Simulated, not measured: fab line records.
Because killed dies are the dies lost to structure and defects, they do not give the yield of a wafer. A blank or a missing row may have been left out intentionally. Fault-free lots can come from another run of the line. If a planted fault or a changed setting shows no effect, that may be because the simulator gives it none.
Matching of chambers -- flow nand harc -- rie diel-09 running NHARC_P_M2_DESCUM_14: 4 sister chambers
The step chemistry O2, time 3 s. 4 wafers are shown with their chamber, then 10 later ones without.

WAFERS PAIRED WITH THEIR CHAMBERS
wafer,chamber,showerhead plenum p Torr (Torr)
L083.2,0,1.79
L083.4,3,2.06
L085.2,1,1.82
L085.3,2,1.99

WAFERS WITH NO CHAMBER GIVEN
wafer,showerhead plenum p Torr (Torr)
L085.6,1.99
L086.3,1.82
L086.4,2.06
L086.5,1.78
L087.2,1.78
L087.4,2.06
L087.5,1.82
L097.2,1.78
L097.3,1.81
L097.5,1.81

WHICH CHAMBER EACH WENT THROUGH
wafer,from the rows above,in truth
L085.6,2,2
L086.3,1,1
L086.4,3,3
L086.5,0,0
L087.2,0,0
L087.4,3,3
L087.5,1,1
L097.2,0,0
L097.3,can't be placed: 1 or 0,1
L097.5,can't be placed: 1 or 0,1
Correctly placed: 8 of 10. Not placeable from these rows: 2 (in 2, the candidates include the true chamber). Number placed wrongly: 0.
How it was worked out, from the rows above alone: a wafer's distance from a chamber is the root of the sum, over the readings, of the square of ((its reading less the chamber's mean) divided by the reading's scatter). The wafer belongs to the nearest chamber; if the next one is less than 2 further off, it can't be placed. Each chamber's mean is taken over the wafers shown for it. The scatter (one wafer shown for each chamber): square how far every hidden wafer sits from the nearest shown wafer, average those squares and take the square root.
